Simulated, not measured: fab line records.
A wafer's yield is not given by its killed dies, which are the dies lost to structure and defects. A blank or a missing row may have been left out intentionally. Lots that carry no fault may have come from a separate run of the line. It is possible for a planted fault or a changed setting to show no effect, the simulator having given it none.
Matching of chambers + flow nandHarc + 4 sister chambers for NHARC_P_M0_ETCH_34 on rieDiel-05
The step etches the open film in N2/H2, target depth 40 nm, overetch 12 nm, time 43.94 s. 8 wafers are shown with their chamber, then 8 later ones without.

== EACH WAFER AND ITS CHAMBER ==
| wafer  | chamber | showerheadPlenumPTorr (Torr) | drypumpMotorCurrentA (A) |
|--------|---------|------------------------------|--------------------------|
| L270.1 | 1       | 2.17                         | 5.5                      |
| L273.2 | 0       | 2.01                         | 5.5                      |
| L276.2 | 2       | 2.05                         | 5.7                      |
| L284.3 | 0       | 2.01                         | 5.5                      |
| L286.1 | 3       | 1.98                         | 4.9                      |
| L286.4 | 1       | 2.16                         | 5.5                      |
| L286.5 | 3       | 1.98                         | 4.9                      |
| L288.2 | 2       | 2.05                         | 5.8                      |

== WAFERS WITH NO CHAMBER GIVEN ==
| wafer  | showerheadPlenumPTorr (Torr) | drypumpMotorCurrentA (A) |
|--------|------------------------------|--------------------------|
| L288.3 | 2.16                         | 5.5                      |
| L288.5 | 1.97                         | 4.9                      |
| L289.3 | 2.16                         | 5.5                      |
| L289.4 | 2.05                         | 5.8                      |
| L289.5 | 2.01                         | 5.5                      |
| L291.2 | 2.04                         | 5.8                      |
| L291.4 | 2.16                         | 5.5                      |
| L291.6 | 1.97                         | 4.9                      |

== EACH ONE'S CHAMBER ==
| wafer  | from the rows above | in truth |
|--------|---------------------|----------|
| L288.3 | 1                   | 1        |
| L288.5 | 3                   | 3        |
| L289.3 | 1                   | 1        |
| L289.4 | 2                   | 2        |
| L289.5 | 0                   | 0        |
| L291.2 | 2                   | 2        |
| L291.4 | 1                   | 1        |
| L291.6 | 3                   | 3        |
Correctly placed: 8 of 8. Not placeable from these rows: 0. Placed wrongly: 0.
How it was worked out, from the rows above alone: a wafer's distance from a chamber is the root of the sum, over the readings, of the square of ((its reading less the chamber's mean) divided by the reading's scatter). If the next closest chamber is less than 2 further off than the closest, the wafer can't be placed; otherwise it belongs to the closest. For every chamber, the mean is computed from those of its wafers that are shown. The scatter: the root of (the sum of the squares of (reading less its chamber's mean) over the shown wafers, divided by (wafers less chambers)).
